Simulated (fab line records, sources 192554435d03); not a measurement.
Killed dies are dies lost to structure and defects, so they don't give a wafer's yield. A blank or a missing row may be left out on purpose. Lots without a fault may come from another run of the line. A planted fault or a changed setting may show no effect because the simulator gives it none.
fab line records | flow n5_finfet | part 1 of 2: steps 1 to 23 of 28
record lots=5 wafers=15 last_day=15
route steps=1938 shown ILD0@338 SDB@347
lots that met no fault: from a run of the same line without faults
start_h: hours from the record's first day to the start of the lot's first wafer shown | wait_h: hours since the lot's step before | " the same as in the row above | L1.1+2: a row that stands for several wafers | - no value, or no start given | * or withheld: withheld | < > ~ a bound
route shown NAME@n: a module of which the file shows steps, and the number in the route of the first | usual: mean/standard deviation of fault-free wafers | same: alike in all rows | chamber/n: place in a boat | sites: the reading at each site | _std_site: their standard deviation | _edge_site: outer sites' mean less inner sites' | radius_mm: how far each site lies from the wafer's centre | mask NAME#n: copy n | behind: the tool/chamber that last shaped the wafer | hold: why the lot was held/for how many hours/how that ended | device: the transistor (n, p or np) that didn't switch | end of line: the same wafers' tests at the end of the route | a step without rows: its recipe alone | killed: dies lost to structure and defects at the first sort, not the wafer's yield | map: a wafer's dies, x killed, . not, _ none there
set.NAME: the setting as run; set.NAME@STEP: as run at that earlier step | model.NAME: the simulator's own value behind a step, which no gauge read
lots at some steps of the route; a table a step, a row a wafer
services: from which hour (start_h, from the record's first day; less than 0 if before it) a tool's chamber was out of use, for how many hours, and why
## steps
# step N5_ILD0_CMP_03
# recipe stop_on=SiNx t_overpolish_s=1.9 post_cmp_clean=alkaline_brush down_force_psi=4.1491 platen_rpm=51.796 pad_velocity_m_s=1.0306 target_thk_nm=197.38
# usual motor_current_A=12.4/0.89 overpolish_run_s=1.899/0.0094 platen_rpm=51.80/0.032 slurry_flow_ml_min=150.0/0.44 time_to_endpoint_s=72/4.3
# columns lot.wafer tool chamber start_h wait_h motor_current_A overpolish_run_s platen_rpm slurry_flow_ml_min time_to_endpoint_s
L077.4 cmp-02 1 78.97 0.1 14.2 1.903 51.80 149.8 84
L077.1 " 3 " " 11.2 1.904 51.77 149.6 76
L077.5 " 1 " " 14.2 1.898 51.79 150.2 83
L079.3 cmp-04 0 90.86 0.1 10.8 1.899 51.87 150.6 67
L079.2 " 1 " " 12.9 1.897 51.79 149.8 68
L079.6 " 3 " " 12.2 1.903 51.82 149.9 72
L081.4 cmp-01 0 103.84 0.1 12.3 1.905 51.82 149.3 72
L081.1 " 1 " " 13.2 1.911 51.82 150.1 68
L081.5 " 2 " " 10.8 1.894 51.76 150.1 67
L082.1 cmp-02 1 110.07 0.0 13.0 1.896 51.81 149.5 86
L082.2 " 2 " " 12.9 1.880 51.78 150.5 76
L082.4 " 3 " " 11.7 1.896 51.86 150.5 76
L087.2 cmp-02 2 139.03 0.0 13.7 1.882 51.82 149.9 71
L087.4 " 0 " " 13.5 1.899 51.80 150.3 65
L087.3 " 1 " " 12.8 1.880 51.75 149.6 78
# step N5_ILD0_THK_MEAS_04
# usual thk_nm=197.1/1.6
# columns lot.wafer tool chamber start_h wait_h thk_nm
L077.1 film_metro-02 - 79.23 - 199.6
L077.4 " - " " 200.5
L077.5 " - " " 200.2
L079.2 film_metro-01 - 91.08 - 196.4
L079.3 " - " " 196.7
L079.6 " - " " 198.2
L081.1 film_metro-02 - 104.05 - 196.8
L081.4 " - " " 197.4
L081.5 " - " " 196.6
L082.1 film_metro-01 - 110.36 - 199.2
L082.2 " - " " 198.0
L082.4 " - " " 197.3
L087.2 film_metro-02 - 139.32 - 196.1
L087.3 " - " " 198.7
L087.4 " - " " 196.6
# step N5_ILD0_CMP_07
# recipe stop_on=poly-Si material=SiO2_flowable t_overpolish_s=1.18 post_cmp_clean=alkaline_brush down_force_psi=4.1491 platen_rpm=51.796 pad_velocity_m_s=1.0306 target_thk_nm=138.88
# usual motor_current_A=12.3/0.8 platen_rpm=51.80/0.034 slurry_flow_ml_min=150.0/0.46
# columns lot.wafer tool chamber start_h wait_h motor_current_A platen_rpm slurry_flow_ml_min
L077.4 cmp-01 3 79.31 0.1 11.6 51.79 149.0
L077.1 " 1 " " 12.3 51.78 150.2
L077.5 " 2 " " 11.2 51.78 150.1
L079.3 cmp-01 3 91.11 0.0 12.5 51.81 149.4
L079.2 " 0 " " 12.8 51.83 150.3
L079.6 " 3 " " 12.0 51.80 150.0
L081.1 cmp-02 3 104.08 0.0 11.3 51.77 150.3
L081.4 " 2 " " 13.0 51.83 149.9
L081.5 " 0 " " 13.0 51.79 150.4
L082.1 cmp-04 3 110.39 0.0 12.7 51.78 150.6
L082.4 " 1 " " 12.9 51.76 150.3
L082.2 " 2 " " 11.7 51.84 149.5
L087.3 cmp-02 0 139.35 0.0 13.4 51.80 148.8
L087.2 " 1 " " 13.7 51.75 150.6
L087.4 " 2 " " 13.1 51.76 149.7
# step N5_ILD0_THK_MEAS_08
# usual thk_nm=139.4/0.99
# columns lot.wafer tool chamber start_h wait_h thk_nm
L077.1 film_metro-02 - 79.57 - 138.1
L077.4 " - " " 140.3
L077.5 " - " " 138.1
L079.2 film_metro-01 - 91.41 - 139.8
L079.3 " - " " 137.7
L079.6 " - " " 138.7
L081.1 film_metro-02 - 104.38 - 140.0
L081.4 " - " " 141.8
L081.5 " - " " 139.0
L082.1 film_metro-01 - 110.69 - 141.1
L082.2 " - " " 139.5
L082.4 " - " " 139.8
L087.2 film_metro-01 - 139.64 - 140.0
L087.3 " - " " 139.0
L087.4 " - " " 140.7
# step N5_ILD0_PRECLEAN_10
# recipe chemistry=NF3:NH3 afs_cycles=5 time_s=20 temp_c=30 sublimation_temp_c=180 sublimation_time_s=60 pressure_torr=3 rf_power_w=30
# usual temp_c=30.00/0.1
# columns lot.wafer tool chamber start_h wait_h temp_c
L077.1 remote_plasma-02 0 79.61 0.0 30.06
L077.4 " 0 " " 29.84
L077.5 " 0 " " 30.00
L079.2 remote_plasma-02 1 91.55 0.1 29.88
L079.3 " 1 " " 29.77
L079.6 " 1 " " 30.03
L081.1 remote_plasma-02 0 104.42 0.0 30.05
L081.4 " 0 " " 30.04
L081.5 " 0 " " 30.08
L082.1 remote_plasma-02 0 110.73 0.0 30.29
L082.2 " 0 " " 30.08
L082.4 " 0 " " 30.07
L087.2 remote_plasma-01 0 139.79 0.1 30.00
L087.3 " 0 " " 30.06
L087.4 " 0 " " 29.97
# step N5_ILD0_ALD_15
# recipe material=SiNx target_thk_a=240 temp_c=400 ald_precursor_family=SiH2I2 ald_co_reactant=N2/H2-plasma pulse_time_s=1 ald_cycles=480 purge_time_s=2 co_reactant_purge_time_s=2 pressure_torr=2
# usual heater_power_w=874/82 precursor_pulse_height_rel=1.002/0.022
# columns lot.wafer tool chamber start_h wait_h heater_power_w precursor_pulse_height_rel
L077.1 ald_sin-02 3 80.29 0.6 846 1.011
L077.4 " 0 " " 778 0.997
L077.5 " 0 81.37 1.2 768 1.045
L079.2 ald_sin-04 2 92.12 0.5 871 0.984
L079.3 " 0 " " 1064 1.029
L079.6 " 3 93.21 1.1 776 1.012
L081.1 ald_sin-04 1 105.10 0.6 882 0.992
L081.4 " 3 " " 755 0.976
L081.5 " 2 106.18 1.2 867 0.980
L082.1 ald_sin-01 2 111.57 0.7 852 0.983
L082.2 " 0 " " 897 0.975
L082.4 " 3 " " 832 1.003
L087.2 ald_sin-02 2 140.36 0.5 844 1.027
L087.3 " 3 " " 847 1.005
L087.4 " 0 " " 757 0.976
# step N5_ILD0_CMP_12
# recipe stop_on=poly-Si material=SiNx t_overpolish_s=6 post_cmp_clean=alkaline_brush down_force_psi=2.5 platen_rpm=51.8 pad_velocity_m_s=1.0307 target_thk_nm=17.67
# usual motor_current_A=9.1/0.67 overpolish_run_s=6.000/0.0099 platen_rpm=51.80/0.032 slurry_flow_ml_min=150.0/0.46 time_to_endpoint_s=29.9/2.4
# columns lot.wafer tool chamber start_h wait_h motor_current_A overpolish_run_s platen_rpm slurry_flow_ml_min time_to_endpoint_s
L077.4 cmp-02 0 82.49 1.1 9.7 6.004 51.81 149.7 27.6
L077.1 " 3 " " 8.9 5.992 51.76 150.0 30.7
L077.5 " 1 " " 10.1 5.993 51.81 149.9 34.8
L079.2 cmp-02 2 94.33 1.1 9.4 6.001 51.77 150.9 30.3
L079.3 " 0 " " 9.6 5.990 51.83 150.6 27.8
L079.6 " 2 " " 9.6 6.011 51.76 150.4 30.0
L081.4 cmp-02 0 107.30 1.1 9.6 6.000 51.80 149.7 25.8
L081.1 " 2 " " 9.7 6.006 51.81 150.8 29.3
L081.5 " 1 " " 10.1 6.004 51.82 149.7 34.3
L082.4 cmp-01 3 113.81 1.2 8.3 5.996 51.78 149.8 29.7
L082.2 " 0 " " 9.0 6.009 51.79 150.7 31.3
L082.1 " 1 " " 9.1 6.023 51.82 150.2 27.8
L087.3 cmp-02 1 142.60 1.2 9.4 6.003 51.81 149.8 33.2
L087.4 " 2 " " 9.8 5.991 51.78 150.0 28.5
L087.2 " 3 " " 8.6 5.984 51.78 150.1 27.2
# step N5_ILD0_THK_MEAS_13
# usual thk_nm=18.2/1
# columns lot.wafer tool chamber start_h wait_h thk_nm
L077.1 film_metro-02 - 82.78 - 18.3
L077.4 " - " " 18.3
L077.5 " - " " 19.1
L079.2 film_metro-02 - 94.62 - 19.5
L079.3 " - " " 19.0
L079.6 " - " " 19.5
L081.1 film_metro-02 - 107.59 - 17.9
L081.4 " - " " 17.3
L081.5 " - " " 18.3
L082.1 film_metro-01 - 114.07 - 16.5
L082.2 " - " " 18.0
L082.4 " - " " 18.2
L087.2 film_metro-01 - 142.86 - 18.4
L087.3 " - " " 20.4
L087.4 " - " " 19.1
# step N5_ILD0_INSPECT_06
# recipe inspect_instrument=darkfield mode=post_cmp
# usual raw_defect_count=39/15
# columns lot.wafer tool chamber start_h wait_h raw_defect_count
L077.1 defect_inspect-02 - 82.81 0.0 21
L077.4 " - " " 56
L077.5 " - " " 49
L079.2 defect_inspect-01 - 94.65 0.0 28
L079.3 " - " " 44
L079.6 " - " " 53
L081.1 defect_inspect-02 - 107.62 0.0 36
L081.4 " - " " 58
L081.5 " - " " 38
L082.1 defect_inspect-02 - 114.09 0.0 14
L082.2 " - " " 16
L082.4 " - " " 16
L087.2 defect_inspect-02 - 142.88 0.0 55
L087.3 " - " " 41
L087.4 " - " " 16
# step N5_SDB_HM_DEP_00
# recipe material=SiNx target_thk_a=400 temp_c=400 precursor=SiH4/NH3/N2 pressure_torr=1.5 rf_w=300 time_s=35.3
# usual heater_power_w=717/93 showerhead_plenum_p_Torr=5.14/0.1 throttle_valve_pct=40/3.5
# columns lot.wafer tool chamber start_h wait_h heater_power_w showerhead_plenum_p_Torr throttle_valve_pct
L077.1 pecvd-01 0 82.84 0.0 782 5.30 39
L077.4 " 2 " " 781 5.01 45
L077.5 " 0 " " 772 5.31 39
L079.2 pecvd-04 0 94.68 0.0 717 5.08 37
L079.3 " 2 " " 592 5.18 40
L079.6 " 2 " " 603 5.17 39
L081.1 pecvd-04 2 107.65 0.0 632 5.15 40
L081.4 " 1 " " 664 5.20 40
L081.5 " 2 " " 640 5.17 40
L082.1 pecvd-03 1 114.13 0.0 755 5.01 36
L082.2 " 2 " " 718 5.07 37
L082.4 " 1 " " 761 5.00 36
L087.2 pecvd-03 1 142.92 0.0 787 5.01 36
L087.3 " 2 " " 717 5.07 37
L087.4 " 0 " " 573 5.23 46
# step N5_SDB_COAT_03
# recipe resist=SOC temp_c=250 time_s=60 spin_rpm=1500 resist_thk_nm=100
# usual spin_speed_rpm=1499.9/1
# columns lot.wafer tool chamber start_h wait_h spin_speed_rpm
L077.1 litho_track-04 0 82.92 0.1 1499.0
L077.4 " 0 " " 1501.2
L077.5 " 0 " " 1501.1
L079.2 litho_track-04 0 94.76 0.1 1500.0
L079.3 " 0 " " 1501.0
L079.6 " 0 " " 1501.5
L081.1 litho_track-01 0 107.74 0.1 1497.3
L081.4 " 0 " " 1500.5
L081.5 " 0 " " 1499.5
L082.1 litho_track-04 0 114.21 0.1 1501.7
L082.2 " 0 " " 1500.1
L082.4 " 0 " " 1499.3
L087.2 litho_track-03 0 143.00 0.1 1498.9
L087.3 " 0 " " 1499.2
L087.4 " 0 " " 1499.0
# step N5_SDB_COAT_04
# recipe resist=SiARC temp_c=220 time_s=60 spin_rpm=1500 resist_thk_nm=18
# usual spin_speed_rpm=1500.0/1
# columns lot.wafer tool chamber start_h wait_h spin_speed_rpm
L077.1 litho_track-04 0 - - 1498.9
L077.4 " 0 " " 1499.8
L077.5 " 0 " " 1500.2
L079.2 litho_track-04 0 - - 1500.6
L079.3 " 0 " " 1501.1
L079.6 " 0 " " 1500.3
L081.1 litho_track-01 0 - - 1499.2
L081.4 " 0 " " 1501.2
L081.5 " 0 " " 1499.3
L082.1 litho_track-04 0 - - 1501.1
L082.2 " 0 " " 1502.8
L082.4 " 0 " " 1501.7
L087.2 litho_track-03 0 - - 1499.5
L087.3 " 0 " " 1499.7
L087.4 " 0 " " 1500.0
# step N5_SDB_COAT_05
# recipe resist=CAR-ArF spin_rpm=1500 resist_thk_nm=90
# usual spin_speed_rpm=1500.0/1.1
# columns lot.wafer tool chamber start_h wait_h spin_speed_rpm
L077.1 litho_track-04 0 - - 1499.9
L077.4 " 0 " " 1500.4
L077.5 " 0 " " 1498.4
L079.2 litho_track-04 0 - - 1500.1
L079.3 " 0 " " 1500.1
L079.6 " 0 " " 1500.2
L081.1 litho_track-01 0 - - 1499.9
L081.4 " 0 " " 1499.2
L081.5 " 0 " " 1499.4
L082.1 litho_track-04 0 - - 1500.0
L082.2 " 0 " " 1499.4
L082.4 " 0 " " 1498.9
L087.2 litho_track-03 0 - - 1500.9
L087.3 " 0 " " 1499.7
L087.4 " 0 " " 1501.6
# step N5_SDB_EBR_07
# recipe solvent=PGMEA ebr_width_mm=1.5
# columns lot.wafer tool chamber start_h wait_h
L077.1+4+5 litho_track-04 0 - -
L079.2+3+6 litho_track-04 0 - -
L081.1+4+5 litho_track-01 0 - -
L082.1+2+4 litho_track-04 0 - -
L087.2+3+4 litho_track-03 0 - -
# step N5_SDB_SOFTBAKE_06
# recipe temp_c=110 time_s=60 resist=CAR-ArF
# columns lot.wafer tool chamber start_h wait_h
L077.1+4+5 litho_track-04 0 - -
L079.2+3+6 litho_track-04 0 - -
L081.1+4+5 litho_track-01 0 - -
L082.1+2+4 litho_track-04 0 - -
L087.2+3+4 litho_track-03 0 - -
# step N5_SDB_EXPOSE_08
# recipe mask_id=SDB na=1.35 source_shape=conventional sigma_outer=0.5 polarization=unpolarized dose_mj=49.6
# same na=1.35
# columns lot.wafer tool chamber start_h wait_h mask
L077.1+4+5 arfi_scanner-03 0 83.04 - SDB#0
L079.2+3+6 arfi_scanner-03 0 94.89 - SDB#0
L081.1+4+5 arfi_scanner-01 0 107.98 - SDB#0
L082.1+2+4 arfi_scanner-01 0 114.45 - SDB#0
L087.2+3+4 arfi_scanner-03 0 143.13 - SDB#0
# step N5_SDB_PEB_09
# recipe peb_temp_c=withheld peb_time_s=60 resist=CAR-ArF
# columns lot.wafer tool chamber start_h wait_h
L077.1+4+5 litho_track-04 0 83.10 0.1
L079.2+3+6 litho_track-03 0 94.94 0.0
L081.1+4+5 litho_track-01 0 108.04 0.1
L082.1+2+4 litho_track-03 0 114.51 0.1
L087.2+3+4 litho_track-04 0 143.18 0.0
# step N5_SDB_DEVELOP_10
# recipe develop_time_s=30 developer=TMAH resist=CAR-ArF rinse_liquid=diw dry=air_spin dev_temp_c=23
# columns lot.wafer tool chamber start_h wait_h
L077.1+4+5 litho_track-04 0 - -
L079.2+3+6 litho_track-03 0 - -
L081.1+4+5 litho_track-01 0 - -
L082.1+2+4 litho_track-03 0 - -
L087.2+3+4 litho_track-04 0 - -
# step N5_SDB_CD_MEAS_11
# recipe target_cd_nm=50 landing_energy_ev=500 detector=se_inlens polarity=opening
# usual cd_nm=50.0/1.4
# columns lot.wafer tool chamber start_h wait_h cd_nm
L077.1 cd_sem-03 0 83.17 - 51.0
L077.4 " 0 " " 50.1
L077.5 " 0 " " 50.2
L079.2 cd_sem-02 0 95.01 - 49.4
L079.3 " 0 " " 48.0
L079.6 " 0 " " 47.3
L081.1 cd_sem-01 0 108.11 - 50.3
L081.4 " 0 " " 52.0
L081.5 " 0 " " 51.4
L082.1 cd_sem-02 0 114.58 - 53.2
L082.2 " 0 " " 48.0
L082.4 " 0 " " 50.5
L087.2 cd_sem-01 0 143.25 - 50.1
L087.3 " 0 " " 50.1
L087.4 " 0 " " 49.6
# step N5_SDB_OVL_MEAS_12
# recipe points_per_wafer=44
# usual SDB_OVL=-0.3/0.71
# columns lot.wafer tool chamber start_h wait_h SDB_OVL[nm]
L077.1 overlay-02 0 83.20 0.0 0.1
L077.4 " 0 " " 0.3
L077.5 " 0 " " 0.6
L079.2 overlay-02 0 95.04 0.0 0.0
L079.3 " 0 " " -0.7
L079.6 " 0 " " 1.0
L081.1 overlay-02 0 108.14 0.0 -0.5
L081.4 " 0 " " 0.2
L081.5 " 0 " " 0.3
L082.1 overlay-02 0 114.61 0.0 -0.6
L082.2 " 0 " " 0.1
L082.4 " 0 " " -0.6
L087.2 overlay-02 0 143.28 0.0 -0.1
L087.3 " 0 " " 0.1
L087.4 " 0 " " 0.9
# step N5_SDB_INSPECT_13
# recipe mode=adi inspect_instrument=brightfield
# usual raw_defect_count=78/29
# columns lot.wafer tool chamber start_h wait_h raw_defect_count
L077.1 defect_inspect-01 - 83.22 0.0 103
L077.4 " - " " 83
L077.5 " - " " 78
L079.2 defect_inspect-02 - 95.06 0.0 67
L079.3 " - " " 109
L079.6 " - " " 59
L081.1 defect_inspect-01 - 108.17 0.0 69
L081.4 " - " " 54
L081.5 " - " " 96
L082.1 defect_inspect-02 - 114.63 0.0 80
L082.2 " - " " 93
L082.4 " - " " 59
L087.2 defect_inspect-02 - 143.30 0.0 113
L087.3 " - " " 71
L087.4 " - " " 63
# step N5_SDB_DESCUM_16
# recipe chemistry=O2 time_s=7.9 source_power_w=50 bias_power_w=20 pressure_mtorr=20 rf_frequency_hz=2.712e+07 temp_c=40 resist=CAR-ArF o2_flow_sccm=225
# usual drypump_motor_current_A=5.6/0.39 oes_product_au=0.78/0.081 rf_vpp_V=242.9/1.2 showerhead_plenum_p_Torr=2.07/0.068 temp_c=40.01/0.11 throttle_valve_pct=20.42/0.14
# columns lot.wafer tool chamber start_h wait_h drypump_motor_current_A oes_product_au rf_hours_counter_h rf_vpp_V showerhead_plenum_p_Torr temp_c throttle_valve_pct
L077.1 rie_diel-06 3 83.26 0.0 5.5 0.91 25 242.9 2.05 40.21 20.23
L077.4 " 1 " " 6.2 0.99 2 242.2 2.03 40.06 20.37
L077.5 " 3 " " 5.5 0.91 - 242.5 2.05 40.10 20.22
L079.2 rie_diel-06 3 95.15 0.1 5.5 0.91 31 242.5 2.04 39.96 20.23
L079.3 " 1 " " 6.2 0.98 6 242.6 2.03 39.94 20.37
L079.6 " 1 " " 6.2 0.98 - 243.7 2.03 40.04 20.37
L081.1 rie_diel-04 3 108.28 0.1 5.5 0.80 97 241.7 2.04 40.05 20.51
L081.4 " 1 " " 5.1 0.79 127 241.2 2.00 40.08 20.60
L081.5 " 3 " " 5.5 0.80 - 241.1 2.04 40.02 20.51
L082.1 rie_diel-04 1 114.67 0.0 5.1 0.79 129 242.3 1.99 40.09 20.60
L082.2 " 3 " " 5.5 0.80 99 241.3 2.04 40.11 20.50
L082.4 " 0 " " 6.1 0.74 191 244.2 2.19 39.83 20.56
L087.2 rie_diel-02 3 143.33 0.0 5.2 0.86 38 243.2 2.03 40.03 20.43
L087.3 " 0 " " 5.9 0.73 219 244.0 2.17 39.86 20.33
L087.4 " 2 " " 4.8 0.75 166 246.1 2.18 40.02 20.42
# step N5_SDB_ETCH_17
# recipe chemistry=CF4 target=SiARC target_depth_a=234 mask_material=CAR-ArF time_s=39 ion_energy_ev=80 pressure_mtorr=40 source_w=545 bias_w=36 Ar_flow_sccm=100 cf4_flow_sccm=100 ends=cleared
# usual bias_w=36.01/0.1 cf4_flow_sccm=100.02/0.3 drypump_motor_current_A=5.6/0.38 etch_rf_on_time_s=38.9/1.2 oes_product_au=0.67/0.074 rf_vpp_V=183.9/1 showerhead_plenum_p_Torr=2.12/0.051 throttle_valve_pct=15.63/0.13
# columns lot.wafer tool chamber start_h wait_h bias_w cf4_flow_sccm drypump_motor_current_A etch_rf_on_time_s oes_product_au rf_hours_counter_h rf_vpp_V showerhead_plenum_p_Torr throttle_valve_pct
L077.1 rie_diel-06 3 83.29 0.0 36.04 100.09 5.5 39.7 0.77 25 182.8 2.12 15.48
L077.4 " 1 " " 35.97 99.84 6.2 39.4 0.84 2 184.0 2.10 15.66
L077.5 " 3 " " 35.99 100.00 5.5 39.5 0.78 - 184.1 2.11 15.47
L079.2 rie_diel-06 3 95.19 0.0 35.98 99.87 5.5 39.4 0.77 31 183.5 2.11 15.48
L079.3 " 1 " " 35.87 100.19 6.1 38.9 0.84 6 184.6 2.10 15.66
L079.6 " 1 " " 35.92 100.02 6.2 39.0 0.83 - 184.4 2.10 15.65
L081.1 rie_diel-04 3 108.32 0.0 35.88 100.22 5.5 37.0 0.70 97 183.5 2.09 15.64
L081.4 " 1 " " 36.09 100.02 5.1 38.1 0.67 127 182.5 2.07 15.86
L081.5 " 3 " " 35.93 100.14 5.5 37.3 0.70 - 182.6 2.09 15.66
L082.1 rie_diel-04 1 114.71 0.0 35.90 100.48 5.1 38.1 0.67 129 183.5 2.07 15.86
L082.2 " 3 " " 35.95 100.55 5.5 36.9 0.70 99 182.9 2.09 15.64
L082.4 " 0 " " 36.12 100.01 6.1 38.7 0.63 191 185.4 2.20 15.56
L087.2 rie_diel-02 3 143.37 0.0 36.23 99.85 5.2 36.8 0.77 38 181.8 2.10 15.67
L087.3 " 0 " " 35.99 100.63 5.9 39.8 0.61 219 185.2 2.22 15.64
L087.4 " 2 " " 35.97 100.06 4.8 39.6 0.64 166 184.0 2.19 15.43
